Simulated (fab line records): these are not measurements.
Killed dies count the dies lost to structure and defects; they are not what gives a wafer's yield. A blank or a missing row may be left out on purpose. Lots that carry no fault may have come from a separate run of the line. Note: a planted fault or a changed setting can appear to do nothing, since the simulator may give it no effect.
Chamber matching | flow n5_finfet | 3 sister chambers for N5_BEOL_M8_CURE_75 on uv_cure-01
The step cures SiCOH lowk, time 120 s. 3 wafers are shown with their chamber, then 11 later ones without.

== WAFERS WITH THEIR CHAMBER ==
wafer  | chamber | wafer_temp_C_max
L079.6 | 0       | 371.7
L085.5 | 1       | 371.0
L089.3 | 2       | 372.0

== WAFERS WITHOUT THEIR CHAMBER ==
wafer  | wafer_temp_C_max
L089.4 | 371.5
L089.6 | 371.5
L090.4 | 370.9
L090.5 | 371.5
L090.6 | 371.8
L093.1 | 371.5
L093.5 | 371.5
L093.6 | 371.7
L097.2 | 372.0
L097.3 | 372.2
L097.4 | 372.0

== WHICH CHAMBER EACH WENT THROUGH ==
wafer  | from the rows above          | in truth
L089.4 | can't be placed: 0 or 1 or 2 | 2
L089.6 | can't be placed: 0 or 1 or 2 | 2
L090.4 | 1                            | 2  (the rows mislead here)
L090.5 | can't be placed: 0 or 1 or 2 | 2
L090.6 | can't be placed: 0 or 2      | 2
L093.1 | can't be placed: 0 or 1 or 2 | 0
L093.5 | can't be placed: 0 or 1 or 2 | 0
L093.6 | can't be placed: 0 or 2      | 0
L097.2 | can't be placed: 2 or 0      | 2
L097.3 | can't be placed: 2 or 0      | 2
L097.4 | can't be placed: 2 or 0      | 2
0 of 11 placed correctly. These rows do not allow placing 10 (true chamber among the candidates in 10). Number placed wrongly: 1.
How it was worked out, from the rows above alone: a wafer's distance from a chamber is the root of the sum, over the readings, of the square of ((its reading less the chamber's mean) divided by the reading's scatter). If the next closest chamber is less than 2 further off than the closest, the wafer can't be placed; otherwise it belongs to the closest. The mean given for a chamber averages the wafers shown for that chamber. The scatter: root of mean squared gap, hidden wafer to nearest shown wafer, with one shown wafer a chamber.
